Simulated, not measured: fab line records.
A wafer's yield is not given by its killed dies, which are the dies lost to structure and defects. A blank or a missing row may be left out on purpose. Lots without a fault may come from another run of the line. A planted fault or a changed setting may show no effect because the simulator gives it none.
Which of the tools did it? / flow nand-harc / 7 lots, 21 wafers sampled, at 2 steps of a route of 1159

WHAT THE GAUGES READ, wafer by wafer
NHARC_A_ONON_D1_THK_MEAS_11: measures by ellipsometry.
lot=L179; measured=day 8 06:38; on=film-metro-01; thk-nm (nm)=998 1000 1000
lot=L181; measured=day 8 20:13; on=film-metro-02; thk-nm (nm)=1009 1011 1010
lot=L185; measured=day 9 16:11; on=film-metro-01; thk-nm (nm)=1549 1550 1549
lot=L191; measured=day 10 20:19; on=film-metro-02; thk-nm (nm)=1011 1013 1013
lot=L192; measured=day 11 12:59; on=film-metro-02; thk-nm (nm)=1001 1000 1002
lot=L198; measured=day 13 00:04; on=film-metro-02; thk-nm (nm)=1010 1010 1011
lot=L199; measured=day 13 05:49; on=film-metro-01; thk-nm (nm)=1003 1003 1002

WHICH TOOL RAN EACH LOT (tool, then ch and the chambers of the sampled wafers, then the start)
lot=L179; NHARC_A_ONON_D1_DEP_09=pecvd-onon-01 ch 0, day 8 06:07
lot=L181; NHARC_A_ONON_D1_DEP_09=pecvd-onon-01 ch 0, day 8 19:42
lot=L185; NHARC_A_ONON_D1_DEP_09=pecvd-onon-02 ch 0, day 9 15:44
lot=L191; NHARC_A_ONON_D1_DEP_09=pecvd-onon-03 ch 0, day 10 19:59
lot=L192; NHARC_A_ONON_D1_DEP_09=pecvd-onon-03 ch 0, day 11 12:29
lot=L198; NHARC_A_ONON_D1_DEP_09=pecvd-onon-01 ch 0, day 12 23:33
lot=L199; NHARC_A_ONON_D1_DEP_09=pecvd-onon-01 ch 0, day 13 05:20
- NHARC_A_ONON_D1_DEP_09: target thk 1000 nm.

THE ANSWER, worked out from the rows above alone
Rule: usual is defined by the lots themselves. Put in order of their means at a reading, lots are off if they are a third of the lots or fewer, leave a main group of 4 or more, and stand apart from it by a gap of 3 or more times the standard deviation of the main group's means; of several such gaps the widest counts. A main group is skipped when, at the precision printed for the reading in the tables above, its means are all equal. A lot without any number at a reading at which 4 lots or more have one is off too. Any other lot the step has rows for is counted as sound.
Off, at NHARC_A_ONON_D1_THK_MEAS_11 on thk-nm: L185. Mean 1006 nm and standard deviation 5.1 in the main group.
If a tool, at a process step before that reading, ran all the lots that are off and no sound lot after the first of them, it fits. Gauges at NHARC_A_ONON_D1_THK_MEAS_11: tried the same way as those tools. One candidate fits, namely pecvd-onon-02 at NHARC_A_ONON_D1_DEP_09. It ran no sound lot before its first lot that is off in this sample, so the start can't be narrowed down.

WHAT WAS PUT IN BY THE SIMULATOR
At NHARC_A_ONON_D1_DEP_09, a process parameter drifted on pecvd-onon-02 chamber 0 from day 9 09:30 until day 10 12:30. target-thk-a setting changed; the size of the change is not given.
Shown lots that were struck: L185. The same result came from the rule above.
